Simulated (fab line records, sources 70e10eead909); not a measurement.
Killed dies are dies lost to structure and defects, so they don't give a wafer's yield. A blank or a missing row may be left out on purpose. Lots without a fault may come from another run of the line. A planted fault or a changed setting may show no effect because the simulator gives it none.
Chamber matching | flow nand_harc | NHARC_A_BONDPAD_CMP_29 on cmp-02: 4 sister chambers
The step polishes SiCN, target thk 200 nm. 14 wafers are shown with their chamber, then 7 later ones without.

WAFERS WITH THEIR CHAMBER
wafer  | chamber | motor_current_A (A) | retaining_ring_pressure_frac
L077.1 | 0       | 12.3                | 0.997
L077.5 | 0       | 12.0                | 0.995
L077.6 | 1       | 11.2                | 1.001
L079.2 | 3       | 11.8                | 0.995
L079.5 | 0       | 11.9                | 0.997
L079.6 | 1       | 11.9                | 0.997
L086.1 | 0       | 12.0                | 1.001
L086.2 | 2       | 12.8                | 1.004
L086.3 | 1       | 11.7                | 1.001
L091.1 | 3       | 12.1                | 0.997
L091.2 | 1       | 12.2                | 1.003
L091.5 | 3       | 12.1                | 0.998
L092.1 | 0       | 12.1                | 1.002
L092.2 | 2       | 12.3                | 0.995

SIGNATURES (means of the wafers above)
reading                      | chamber 0 | chamber 1 | chamber 2 | chamber 3 | scatter within a chamber
motor_current_A              | 12.060    | 11.750    | 12.550    | 12.000    | 0.284
retaining_ring_pressure_frac | 0.99840   | 1.00050   | 0.99950   | 0.99667   | 0.00315
Rule: a wafer's distance from a chamber is the root of the sum, over the readings, of the square of ((its reading less the chamber's mean) divided by the reading's scatter). The wafer belongs to the nearest chamber; if the next one is less than 2 further off, it can't be placed. The scatter: the root of (the sum of the squares of (reading less its chamber's mean) over the shown wafers, divided by (wafers less chambers)).

WAFERS WITHOUT THEIR CHAMBER
wafer  | motor_current_A (A) | retaining_ring_pressure_frac
L092.4 | 12.0                | 0.997
L093.1 | 11.9                | 1.003
L093.5 | 12.3                | 1.008
L093.6 | 12.3                | 0.996
L094.1 | 13.1                | 1.003
L094.4 | 11.8                | 0.995
L094.6 | 12.3                | 1.005

WHICH CHAMBER EACH WENT THROUGH
wafer  | from the rows above               | in truth
L092.4 | can't be placed: 3 or 0 or 1 or 2 | 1
L093.1 | can't be placed: 1 or 0 or 3 or 2 | 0
L093.5 | can't be placed: 2 or 1 or 0 or 3 | 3
L093.6 | can't be placed: 3 or 0 or 2 or 1 | 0
L094.1 | can't be placed: 2 or 0           | 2
L094.4 | can't be placed: 3 or 0 or 1      | 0
L094.6 | can't be placed: 2 or 0 or 1 or 3 | 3
Placed correctly: 0 of 7. Can't be placed from these rows: 7 (the true chamber is among the candidates in 7). Placed wrongly: 0.
